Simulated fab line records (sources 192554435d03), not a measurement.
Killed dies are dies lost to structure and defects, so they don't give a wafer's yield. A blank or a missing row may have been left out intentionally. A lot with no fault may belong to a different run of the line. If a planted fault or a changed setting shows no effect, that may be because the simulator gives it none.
Problem report, 8D (eight disciplines) form, completed by code | flow n5 finfet | the parts of the form that need people (team, actions taken, sign-off) are left out

1. WHAT WENT WRONG
spin speed rpm at N5_BEOL_M3_COAT_22 reads a mean of 1166.2 rpm on 6 wafers of 2 lots; wafers without a fault read 1500.2 rpm with a standard deviation of 1.1. That is -99 or more standard deviations from the usual mean.
The step: resist thk 30 nm.
Earliest sighting: wafer L363.3 on litho track-04 at day 12 10:58. The record has a number at this step for 12 wafers belonging to 4 lots. Rule for "out" (also "out of limits"): further than 4 standard deviations from the usual mean. All remaining wafers that have a number are taken as sound.

2. WHAT THIS IS AND IS NOT
question                    | is                     | is not
which readings at this step | spin speed rpm         | exhaust pa
which lots                  | L363, L365             | L348, L356
which wafers of those lots  | all that have a number | -
read on which tools         | litho track-04         | litho track-02
when                        | from day 12 10:58      | up to then (6 sound wafers)

3. WHAT RULES OUT EACH SUSPECT
Counting: a tool at a process step up to the reading stays a suspect if it ran every lot that is out and no sound lot after the first of them.
- litho track-04 at N5_BEOL_M3_COAT_22 (resist thk 30 nm): kept. It ran every lot that is out, first L363 (day 12 10:58), and no sound lot after that; its last sound lot up to then is L356 (day 11 00:11). On those wafers its own readings are out: spin speed rpm.
Remaining after the count: litho track-04 at N5_BEOL_M3_COAT_22.

4. THE CAUSE (what the simulator had put in)
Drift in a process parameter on litho track-04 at N5_BEOL_M3_COAT_22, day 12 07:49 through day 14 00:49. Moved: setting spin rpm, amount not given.
After counting, this tool was the only one left.

5. SEQUENCE OF EFFECTS, ordered by route
One row per reading whose mean, taken over the struck wafers that have a number, lies over 3 standard deviations from the usual. Only readings for which the record gives a usual standard deviation are gone through. hours: the time from each lot's start at the first step in this table that gives one to its start at this step, as a median over the lots. sigmas: the change in usual standard deviations.
hours | step               | reading        | usual      | on struck wafers | change | sigmas
0     | N5_BEOL_M3_COAT_22 | spin speed rpm | 1500.2 rpm | 1166.2           | -334.0 | -99 or more
The process steps in it:
- N5_BEOL_M3_COAT_22: resist thk 30 nm.
Later steps that measure or inspect, where all struck wafers having a row at the step show a number for every such reading and not one has moved that far: N5_BEOL_M4_RC_MEAS_101.

6. HOW IT WOULD HAVE BEEN CAUGHT EARLIER
3 hours passed between the start of the fault at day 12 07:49 and the first reading out of limits in this record, taken at day 12 10:58.
